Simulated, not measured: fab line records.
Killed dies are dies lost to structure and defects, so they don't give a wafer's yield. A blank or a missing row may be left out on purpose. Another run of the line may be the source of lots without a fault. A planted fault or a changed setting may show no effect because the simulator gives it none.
fab line records ; flow nandHarc
record lots=5; wafers=15; lastDay=34
route steps=1302 shown A_BLC@1132 A_M0@1137
lots with no fault: from the same line, run without faults
startH: start of the lot's first displayed wafer, in hours after the record's first day ; waitH: hours elapsed since this lot's preceding step ; " the same as in the row above ; L1.1+2: several wafers, shown together as one row ; - no value, or no start was given ; * or withheld: withheld ; < > ~ a bound
route shown NAME@n: NAME is a module with steps in the file, n the number in the route of the first one ; usual: the fault-free wafers' mean and standard deviation ; same: alike in all rows ; chamber/n: place in a boat ; sites: each site's reading ; _std_site: the standard deviation of these ; _edge_site: mean of outer sites minus mean of inner sites ; radiusMm: how far each site lies from the wafer's centre ; mask NAME#n: copy n ; behind: the most recent tool/chamber to have shaped the wafer ; hold: cause of the lot's hold/its duration in hours/its outcome ; device: the transistor (n, p or np) that didn't switch ; end of line: tests run on the same wafers once the route is complete ; a step without rows: its recipe alone ; killed: dies lost to structure and defects at the first sort, not the wafer's yield ; map: shows each die of a wafer: x if killed, . if not, _ if none is there
set.NAME: the setting that was run; set.NAME@STEP: the one run at that earlier step ; model.NAME: the simulator's own value behind a step, which no gauge read
lots seen at some steps along the route; tables by step, rows by wafer
services: a tool's chamber out of use, with start hour (startH, from the record's first day; less than 0 if before it), hours out, and reason
## steps
# step NHARC_A_BLC_CVD_24
# recipe targetThkA=1500; tempC=300; pressureTorr=40; wf6FlowSccm=40; h2FlowSccm=1600; arFlowSccm=1560; timeS=434; material=W
# usual heaterPowerW=465/31; throttleValvePct=8.03/0.24
lot.wafer;tool;chamber;startH;waitH;heaterPowerW;throttleValvePct
L907.1;cvdW-01;1;-;-;521;8.01
L907.2;cvdW-01;0;-;-;432;7.96
L907.6;cvdW-01;0;-;-;440;8.05
L909.2;cvdW-01;0;-;-;431;7.71
L909.3;cvdW-01;1;-;-;522;7.81
L909.6;cvdW-01;1;-;-;501;8.06
L917.3;cvdW-01;0;-;-;434;8.02
L917.4;cvdW-01;1;-;-;501;8.14
L917.5;cvdW-01;0;-;-;442;8.12
L921.1;cvdW-02;1;-;-;459;8.32
L921.4;cvdW-02;1;-;-;447;8.08
L921.6;cvdW-02;1;-;-;464;8.18
L924.2;cvdW-02;1;-;-;448;8.38
L924.6;cvdW-02;1;-;-;458;8.43
L924.5;cvdW-02;0;-;-;447;7.86
# step NHARC_A_BLC_CMP_25
# recipe tOverpolishS=30; targetThkNm=150
# usual motorCurrentA=11.6/0.92; overpolishRunS=30.001/0.0086; timeToEndpointS=29.7/2.5
lot.wafer;tool;chamber;startH;waitH;motorCurrentA;overpolishRunS;timeToEndpointS
L907.1;cmp-01;0;597.94;0.5;12.2;29.991;31.9
L907.2;cmp-01;2;597.94;0.5;11.4;30.000;27.5
L907.6;cmp-01;0;597.94;0.5;11.6;30.005;30.5
L909.2;cmp-04;0;622.82;0.4;11.8;30.013;31.4
L909.3;cmp-04;2;622.82;0.4;13.6;30.012;28.5
L909.6;cmp-04;1;622.82;0.4;13.0;29.995;27.3
L917.4;cmp-04;3;695.21;0.2;11.6;29.991;26.3
L917.3;cmp-04;1;695.21;0.2;13.2;30.008;28.1
L917.5;cmp-04;3;695.21;0.2;11.9;30.004;27.6
L921.4;cmp-01;3;726.33;0.4;11.6;29.991;31.7
L921.1;cmp-01;1;726.33;0.4;10.5;29.999;31.4
L921.6;cmp-01;2;726.33;0.4;10.6;29.996;30.2
L924.2;cmp-01;1;764.50;0.5;10.5;30.008;29.2
L924.6;cmp-01;0;764.50;0.5;11.3;29.983;32.3
L924.5;cmp-01;1;764.50;0.5;10.2;29.983;28.0
# step NHARC_A_BLC_SRD_27
# step NHARC_A_BLC_INSPECT_28
# usual rawDefectCount=541/140
lot.wafer;tool;chamber;startH;waitH;rawDefectCount
L907.1;defectInspect-01;-;598.32;0.1;451
L907.2;defectInspect-01;-;598.32;0.1;659
L907.6;defectInspect-01;-;598.32;0.1;494
L909.2;defectInspect-01;-;623.22;0.1;703
L909.3;defectInspect-01;-;623.22;0.1;449
L909.6;defectInspect-01;-;623.22;0.1;453
L917.3;defectInspect-02;-;695.63;0.1;530
L917.4;defectInspect-02;-;695.63;0.1;560
L917.5;defectInspect-02;-;695.63;0.1;509
L921.1;defectInspect-02;-;726.70;0.1;555
L921.4;defectInspect-02;-;726.70;0.1;567
L921.6;defectInspect-02;-;726.70;0.1;453
L924.2;defectInspect-01;-;764.87;0.1;597
L924.5;defectInspect-01;-;764.87;0.1;607
L924.6;defectInspect-01;-;764.87;0.1;541
# step NHARC_A_M0_DEP_00
# recipe targetThkA=1500; targetThkNm=150; tempC=withheld; pressureTorr=5; flowSccm=200; rfW=600; material=SiOC
# step NHARC_A_M0_DEHYDRATE_01
# recipe tempC=150; timeS=120
# step NHARC_A_M0_HMDS_02
# recipe timeS=30
# step NHARC_A_M0_COAT_33
# recipe tempC=200; timeS=65
# step NHARC_A_M0_COAT_03
# recipe spinRpm=1500; resistThkNm=90
# step NHARC_A_M0_SOFTBAKE_04
# recipe tempC=105; timeS=55
# step NHARC_A_M0_EBR_05
# step NHARC_A_M0_EXPOSE_06
# recipe na=1.35; targetCdNm=80; doseMj=83.25; maskId=A_M0
# usual exposureDoseMJCm2=83.14/0.085
lot.wafer;tool;chamber;startH;waitH;mask;exposureDoseMJCm2
L907.1;arfiScanner-02;0;598.95;-;A_M0#0;83.07
L907.2;arfiScanner-02;0;598.95;-;A_M0#0;83.08
L907.6;arfiScanner-02;0;598.95;-;A_M0#0;83.12
L909.2;arfiScanner-03;0;623.99;-;A_M0#0;83.16
L909.3;arfiScanner-03;0;623.99;-;A_M0#0;83.15
L909.6;arfiScanner-03;0;623.99;-;A_M0#0;83.01
L917.3;arfiScanner-02;0;696.40;-;A_M0#0;85.76
L917.4;arfiScanner-02;0;696.40;-;A_M0#0;85.83
L917.5;arfiScanner-02;0;696.40;-;A_M0#0;85.88
L921.1;arfiScanner-03;0;727.46;-;A_M0#0;83.08
L921.4;arfiScanner-03;0;727.46;-;A_M0#0;83.10
L921.6;arfiScanner-03;0;727.46;-;A_M0#0;83.28
L924.2;arfiScanner-03;0;765.64;-;A_M0#0;83.16
L924.5;arfiScanner-03;0;765.64;-;A_M0#0;83.08
L924.6;arfiScanner-03;0;765.64;-;A_M0#0;83.05
# step NHARC_A_M0_PEB_07
# recipe pebTempC=100; pebTimeS=65
# step NHARC_A_M0_DEVELOP_08
# recipe developTimeS=35; devTempC=23
# step NHARC_A_M0_CD_MEAS_09
# recipe targetCdNm=80; landingEnergyEv=500
# usual cdNm=80.0/0.63
lot.wafer;tool;chamber;startH;waitH;cdNm
L907.1;cdSem-03;0;599.10;-;80.6
L907.2;cdSem-03;0;599.10;-;80.2
L907.6;cdSem-03;0;599.10;-;80.7
L909.2;cdSem-03;0;624.13;-;81.0
L909.3;cdSem-03;0;624.13;-;80.5
L909.6;cdSem-03;0;624.13;-;81.2
L917.3;cdSem-03;0;696.54;-;71.9
L917.4;cdSem-03;0;696.54;-;71.3
L917.5;cdSem-03;0;696.54;-;63.1
L921.1;cdSem-03;0;727.60;-;80.4
L921.4;cdSem-03;0;727.60;-;80.1
L921.6;cdSem-03;0;727.60;-;79.2
L924.2;cdSem-02;0;765.77;-;79.4
L924.5;cdSem-02;0;765.77;-;80.1
L924.6;cdSem-02;0;765.77;-;79.9
# step NHARC_A_M0_OVL_MEAS_10
# recipe pitchNm=160
# usual overlayXNm=0.1/0.94; overlayYNm=0.0/0.72
lot.wafer;tool;chamber;startH;waitH;overlayXNm;overlayYNm
L907.1;overlay-01;-;599.19;-;0.2;-0.4
L907.2;overlay-01;-;599.19;-;0.1;-0.2
L907.6;overlay-01;-;599.19;-;0.4;0.0
L909.2;overlay-02;-;624.21;-;0.5;0.5
L909.3;overlay-02;-;624.21;-;0.4;0.2
L909.6;overlay-02;-;624.21;-;1.0;1.3
L917.3;overlay-01;-;696.62;-;-0.7;-0.9
L917.4;overlay-01;-;696.62;-;-0.5;-0.8
L917.5;overlay-01;-;696.62;-;-0.7;-0.7
L921.1;overlay-02;-;727.69;-;0.8;-0.3
L921.4;overlay-02;-;727.69;-;1.1;-0.6
L921.6;overlay-02;-;727.69;-;1.6;0.0
L924.2;overlay-01;-;765.86;-;0.5;-0.8
L924.5;overlay-01;-;765.86;-;1.0;-1.2
L924.6;overlay-01;-;765.86;-;1.0;-1.2
# step NHARC_A_M0_INSPECT_11
# usual rawDefectCount=95/35
lot.wafer;tool;chamber;startH;waitH;rawDefectCount
L907.1;defectInspect-01;-;599.23;0.0;69
L907.2;defectInspect-01;-;599.23;0.0;78
L907.6;defectInspect-01;-;599.23;0.0;88
L909.2;defectInspect-01;-;624.25;0.0;127
L909.3;defectInspect-01;-;624.25;0.0;130
L909.6;defectInspect-01;-;624.25;0.0;114
L917.3;defectInspect-02;-;696.66;0.0;96
L917.4;defectInspect-02;-;696.66;0.0;118
L917.5;defectInspect-02;-;696.66;0.0;107
L921.1;defectInspect-02;-;727.72;0.0;74
L921.4;defectInspect-02;-;727.72;0.0;80
L921.6;defectInspect-02;-;727.72;0.0;86
L924.2;defectInspect-02;-;765.90;0.0;152
L924.5;defectInspect-02;-;765.90;0.0;117
L924.6;defectInspect-02;-;765.90;0.0;157
# step NHARC_A_M0_DESCUM_14
# recipe timeS=3; o2FlowSccm=200; arFlowSccm=0; biasPowerW=0; chemistry=O2
# usual drypumpMotorCurrentA=5.5/0.47; oesProductAu=0.998/0.0093; rfVppV=57.7/0.9; showerheadPlenumPTorr=1.91/0.078; throttleValvePct=11.312/0.009
lot.wafer;tool;chamber;startH;waitH;drypumpMotorCurrentA;oesProductAu;rfHoursCounterH;rfVppV;showerheadPlenumPTorr;throttleValvePct;model.A_M0.cdNm
L907.1;rieDiel-13;0;599.30;0.1;5.3;0.999;5;57.7;1.80;11.338;80.25
L907.2;rieDiel-13;2;599.30;0.1;5.7;0.998;8;57.8;1.82;11.313;80.02
L907.6;rieDiel-13;3;599.30;0.1;5.8;0.993;-;57.4;1.83;11.309;80.37
L909.3;rieDiel-04;3;624.32;0.1;5.1;0.997;4;57.8;1.98;11.314;80.63
L909.2;rieDiel-04;1;624.32;0.1;5.3;0.992;4;56.5;1.86;11.311;81.38
L909.6;rieDiel-04;2;624.32;0.1;6.6;1.010;-;57.7;1.78;11.318;82.16
L917.4;rieDiel-09;0;696.72;0.1;5.7;0.993;1;57.3;1.89;11.326;71.83
L917.3;rieDiel-09;3;696.72;0.1;4.9;1.007;1;58.0;1.88;11.311;72.37
L917.5;rieDiel-09;1;696.72;0.1;6.3;0.980;-;58.0;2.03;11.313;62.48
L921.1;rieDiel-04;1;727.80;0.1;5.3;1.011;1;58.4;1.85;11.306;80.43
L921.4;rieDiel-04;2;727.80;0.1;6.6;1.006;1;55.8;1.78;11.302;81.14
L921.6;rieDiel-04;3;727.80;0.1;5.1;1.011;-;57.8;1.97;11.314;79.89
L924.2;rieDiel-09;0;765.97;0.1;5.7;1.005;4;58.6;1.89;11.322;79.9
L924.5;rieDiel-09;3;765.97;0.1;4.9;0.997;-;58.2;1.87;11.316;80.41
L924.6;rieDiel-09;0;765.97;0.1;5.7;1.006;-;58.4;1.89;11.332;80.84
# step NHARC_A_M0_ETCH_34
# recipe targetDepthA=400; overetchA=120; timeS=43.94; ionEnergyEv=200; n2FlowSccm=150; h2FlowSccm=150; arFlowSccm=0; rfW=400; biasW=150; chemistry=N2/H2
# usual drypumpMotorCurrentA=5.5/0.48; oesProductAu=0.999/0.0093; rfVppV=430.2/2.4; showerheadPlenumPTorr=2.03/0.085; throttleValvePct=14.170/0.011
lot.wafer;tool;chamber;startH;waitH;drypumpMotorCurrentA;oesProductAu;rfHoursCounterH;rfVppV;showerheadPlenumPTorr;throttleValvePct
L907.1;rieDiel-13;1;599.39;0.1;5.0;1.000;7;428.3;1.94;14.177
L907.2;rieDiel-13;2;599.39;0.1;5.7;0.999;8;428.1;1.94;14.167
L907.6;rieDiel-13;0;599.39;0.1;5.4;0.999;-;427.5;1.92;14.170
L909.2;rieDiel-04;3;624.40;0.1;5.1;1.001;4;433.2;2.11;14.170
L909.3;rieDiel-04;2;624.40;0.1;6.6;1.005;4;425.2;1.89;14.175
L909.6;rieDiel-04;0;624.40;0.1;5.4;1.004;-;430.1;2.01;14.154
L917.3;rieDiel-09;1;696.81;0.1;6.3;0.977;0;433.4;2.17;14.164
L917.4;rieDiel-09;2;696.81;0.1;5.3;0.992;0;434.1;2.13;14.163
L917.5;rieDiel-09;1;696.81;0.1;6.3;0.990;-;432.1;2.17;14.178
L921.1;rieDiel-04;3;727.88;0.1;5.1;1.012;1;432.5;2.11;14.187
L921.4;rieDiel-04;1;727.88;0.1;5.3;1.012;1;427.1;1.97;14.164
L921.6;rieDiel-04;3;727.88;0.1;5.1;1.005;-;431.4;2.11;14.176
L924.2;rieDiel-09;1;766.06;0.1;6.3;0.986;4;433.9;2.16;14.167
L924.5;rieDiel-09;2;766.06;0.1;5.3;0.999;-;432.4;2.13;14.166
L924.6;rieDiel-09;3;766.06;0.1;4.9;1.006;-;429.1;2.00;14.187
# step NHARC_A_M0_ETCH_15
# recipe targetDepthA=1500; overetchA=150; timeS=82.5; c4f8FlowSccm=withheld; arFlowSccm=400; rfW=600; biasW=300; chemistry=C4F8/Ar
# usual oesProductAu=0.952/0.023; rfVppV=440.8/2.5
lot.wafer;tool;chamber;startH;waitH;oesProductAu;rfHoursCounterH;rfVppV;model.A_M0.cdNm
L907.1;rieDiel-13;0;-;-;0.915;5;436.3;80.68
L907.2;rieDiel-13;1;-;-;0.926;7;438.0;79.66
L907.6;rieDiel-13;3;-;-;0.929;-;437.8;80.49
L909.2;rieDiel-04;0;-;-;0.981;4;440.2;81.09
L909.3;rieDiel-04;1;-;-;0.970;4;439.7;80.46
L909.6;rieDiel-04;1;-;-;0.967;-;440.9;82.47
L917.3;rieDiel-09;1;-;-;0.961;0;443.4;71.94
L917.4;rieDiel-09;2;-;-;0.972;0;444.4;71.76
L917.5;rieDiel-09;2;-;-;0.973;-;442.5;62.2
L921.4;rieDiel-04;3;-;-;0.965;1;442.6;80.92
L921.1;rieDiel-04;1;-;-;0.981;1;440.0;80.64
L921.6;rieDiel-04;2;-;-;0.982;-;436.3;80.02
L924.2;rieDiel-09;3;-;-;0.927;4;440.6;79.32
L924.5;rieDiel-09;2;-;-;0.915;-;444.1;80.77
L924.6;rieDiel-09;3;-;-;0.925;-;439.8;80.76
# step NHARC_A_M0_CD_MEAS_16
# usual cdNm=80.0/0.97
lot.wafer;tool;chamber;startH;waitH;cdNm
L907.1;cdSem-01;-;599.59;-;80.8
L907.2;cdSem-01;-;599.59;-;79.7
L907.6;cdSem-01;-;599.59;-;80.8
L909.2;cdSem-03;-;624.61;-;80.9
L909.3;cdSem-03;-;624.61;-;80.6
L909.6;cdSem-03;-;624.61;-;82.6
L917.3;cdSem-03;-;697.02;-;72.0
L917.4;cdSem-03;-;697.02;-;71.9
L917.5;cdSem-03;-;697.02;-;62.4
L921.1;cdSem-03;-;728.08;-;80.5
L921.4;cdSem-03;-;728.08;-;81.0
L921.6;cdSem-03;-;728.08;-;79.9
L924.2;cdSem-01;-;766.26;-;79.3
L924.5;cdSem-01;-;766.26;-;80.7
L924.6;cdSem-01;-;766.26;-;81.0
## services
tool;chamber;startH;hours;kind
cmp-01;-;576.48;2.2;repair
cmp-04;-;604.00;4.0;pm
arfiScanner-03;-;605.32;3.1;repair
rieDiel-09;-;625.80;0.3;repair
cvdW-02;-;631.00;13.0;pm
cmp-04;-;632.85;1.8;repair
arfiScanner-02;-;656.86;4.0;pm
rieDiel-09;3;657.87;2.5;repair
arfiScanner-02;-;661.89;0.5;repair
cvdW-01;1;667.66;1.5;repair
rieDiel-09;-;674.10;9.0;pm
cmp-01;-;676.64;4.0;pm
cmp-01;-;688.01;9.2;repair
rieDiel-04;-;688.02;0.9;repair
rieDiel-13;-;696.00;9.0;pm
cmp-04;-;702.00;4.0;pm
rieDiel-04;-;708.90;9.0;pm
cvdW-02;0;720.09;18.6;repair
arfiScanner-03;-;720.45;4.0;pm
arfiScanner-02;-;725.61;3.6;repair
cvdW-01;-;728.00;13.0;pm
cmp-01;-;753.14;2.8;repair
arfiScanner-03;-;754.37;1.0;repair
arfiScanner-03;-;759.94;0.3;repair
## key
firstSign step=NHARC_A_M0_EXPOSE_06; reading=exposureDoseMJCm2; direction=up; sigmas=31; usual=83.14; struck=85.82
effect step=NHARC_A_M0_CD_MEAS_09; reading=cdNm; direction=down; sigmas=18; usual=80.0; struck=68.7; through=controlLoop
effect step=NHARC_A_M0_CD_MEAS_16; reading=cdNm; direction=down; sigmas=12; usual=80.0; struck=68.7; through=controlLoop
modelEffect step=NHARC_A_M0_DESCUM_14; value=A_M0.cdNm; without=79.7; struck=68.89
modelEffect step=NHARC_A_M0_ETCH_15; value=A_M0.cdNm; without=79.44; struck=68.63
metAt NHARC_A_M0_EXPOSE_06
struckWafers L917.3,L917.4,L917.5
laterRowsLeftOut L917.5
sortLeftOut L917.3,L917.4,L917.5
loopTrim step=NHARC_A_M0_EXPOSE_06; setting=dose; lots=L917
onsetBetween 598.95 696.40
fault kind=processParameterDrift; tool=arfiScanner-02; chamber=-; onsetH=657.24; steps=NHARC_A_M0_EXPOSE_06; channel=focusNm; offset=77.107; spreadByWafer=0.3; shape=step; endH=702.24
# sortLeftOut: the simulated sort isn't trusted on such a fault, so these wafers' sort isn't shown, and their yield isn't known
# laterRowsLeftOut: the simulator's readings of these wafers behind a module that went badly wrong aren't trusted and aren't shown, but for the sort
# loopTrim: a control loop set the setting to another value than it would have without faults
